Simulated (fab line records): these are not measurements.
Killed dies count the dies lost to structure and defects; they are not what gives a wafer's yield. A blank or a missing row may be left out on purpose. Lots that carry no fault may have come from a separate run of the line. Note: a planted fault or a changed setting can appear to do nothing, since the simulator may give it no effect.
Problem report, 8D (eight disciplines) form, completed by code -- flow n5-finfet -- the parts of the form that need people (team, actions taken, sign-off) are left out

1. THE PROBLEM
cd-nm at N5_FIN_SAQP_CD_MEAS_31 reads a mean of 6.01 nm on 2 wafers of 2 lots; wafers without a fault read 8.06 nm with a standard deviation of 0.23. That is -8.9 standard deviations from the usual mean.
The step: target cd 8 nm.
First seen on wafer L464.5, day 5 08:16, on cd-sem-02. The record holds 42 wafers of 14 lots with a number at this step. Rule for "out" (also "out of limits"): further than 4 standard deviations from the usual mean. The rest of the wafers with a number are treated as sound.

2. WHAT IT IS AND WHAT IT IS NOT
question,is,is not
which readings at this step,cd-nm,-
which lots,"L464, L469","L452, L453, L456, L457, L458, L459, L460, L461, L462, L463, L465, L473"
which wafers of those lots,"L464.5, L469.1","L464.1, L464.2, L469.3, L469.5"
read on which gauges,"cd-sem-02, cd-sem-03",cd-sem-01
when,from day 5 08:16,"up to then (32 sound wafers); but 8 sound wafers of L465, L469, L473 came after"

3. THE SUSPECTS, EACH WITH WHAT RULES IT OUT
Counting: if a tool at a process step up to the reading ran every lot that is out, it stays a suspect. Sound lots after the first of them don't rule it out here, since some wafers of a struck lot are sound.
- the gauge at N5_FIN_SAQP_CD_MEAS_31: ruled out. The wafers that are out were read on 2 gauges (cd-sem-02, cd-sem-03).
- ald-sin-01 at N5_FIN_SAQP_SPACER2_ALD_28 (deposits SiO2, target thk 8.1 nm, pulse time 1 s, purge time 2 s): kept. It processed each lot that is out (first: L464, day 5 07:44); up to then, its last sound lot is L463 (day 5 03:07).
- In ald-sin-01 at N5_FIN_SAQP_SPACER2_ALD_28, the wafers that are out were processed in chamber 3 and their sound lot-mates in chambers 0, 1, 2.
Remaining after the count: ald-sin-01 at N5_FIN_SAQP_SPACER2_ALD_28.

4. THE CAUSE (what the simulator had put in)
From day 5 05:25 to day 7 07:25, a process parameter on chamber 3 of ald-sin-01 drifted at N5_FIN_SAQP_SPACER2_ALD_28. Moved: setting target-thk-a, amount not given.
Counting left only this tool.

5. THE CHAIN OF EFFECTS, in route order
One row per reading whose mean, taken over the struck wafers that have a number, lies over 3 standard deviations from the usual. Only readings for which the record gives a usual standard deviation are gone through. hours: the time from each lot's start at the first step in this table that gives one to its start at this step, as a median over the lots. sigmas: the change in usual standard deviations.
hours,step,reading,usual,on struck wafers,change,sigmas
0,N5_FIN_SAQP_CD_MEAS_31,cd-nm,8.06 nm,6.01,-2.05,-8.9
0,N5_FIN_SAQP_HM_CD_35,cd-nm,8.11 nm,6.25,-1.85,-7.4
0,N5_FIN_SAQP_CD_MEAS_37,cd-nm,8.09 nm,5.87,-2.22,-9.2
11,N5_STI_FIN_REVEAL_CD_MEAS_22,cd-nm,6.27 nm,4.42,-1.85,-6.9
188,N5_BEOL_M4_RC_MEAS_101,DIBL_N,36.3 mV/V,24.8,-11.5,-6.8
188,N5_BEOL_M4_RC_MEAS_101,DIBL_P,36.5 mV/V,20.8,-15.8,-7.5
188,N5_BEOL_M4_RC_MEAS_101,IOFF_N,0.16 nA/um,0.03,-0.13,-4.3
188,N5_BEOL_M4_RC_MEAS_101,IOFF_N_85C,3.2 nA/um,0.7,-2.5,-5.1
188,N5_BEOL_M4_RC_MEAS_101,IOFF_N_LIN,0.074 nA/um,0.017,-0.057,-5.2
188,N5_BEOL_M4_RC_MEAS_101,IOFF_P,0.22 nA/um,0.07,-0.15,-4.3
188,N5_BEOL_M4_RC_MEAS_101,IOFF_P_85C,3.8 nA/um,1.4,-2.4,-4.8
188,N5_BEOL_M4_RC_MEAS_101,IOFF_P_LIN,0.104 nA/um,0.042,-0.061,-5.1
188,N5_BEOL_M4_RC_MEAS_101,ION_N,675 uA/um,569,-106,-9.6
188,N5_BEOL_M4_RC_MEAS_101,ION_P,465 uA/um,414,-52,-7.3
188,N5_BEOL_M4_RC_MEAS_101,SS_N,71.5 mV/dec,68.8,-2.7,-4.3
188,N5_BEOL_M4_RC_MEAS_101,SS_P,73.3 mV/dec,69.7,-3.6,-5.7
188,N5_BEOL_M4_RC_MEAS_101,VT_N,250 mV,280,+30,+9.5
188,N5_BEOL_M4_RC_MEAS_101,VT_N_LVT,98 mV,128,+30,+9.5
188,N5_BEOL_M4_RC_MEAS_101,VT_P,-249.1 mV,-263.1,-14.0,-4.7
188,N5_BEOL_M4_RC_MEAS_101,VT_P_LVT,-97.7 mV,-114.0,-16.2,-6.0
Its process steps:
- N5_FIN_SAQP_HM_CD_35: target cd 8 nm.

6. HOW IT WOULD HAVE BEEN CAUGHT EARLIER
In this record the first reading out of limits at a measuring or inspecting step was taken at day 5 08:16, 3 hours after the fault began at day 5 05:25.
Tool readings at N5_FIN_SAQP_SPACER2_ALD_28 with a usual standard deviation given in the record: none out on any struck wafer, hence no alarm at a limit of 4 standard deviations on them.
Among the 2 lots that are out, L469 began N5_FIN_SAQP_SPACER2_ALD_28 on ald-sin-01 after day 5 08:16. Putting the tool on hold at that point would have spared it.
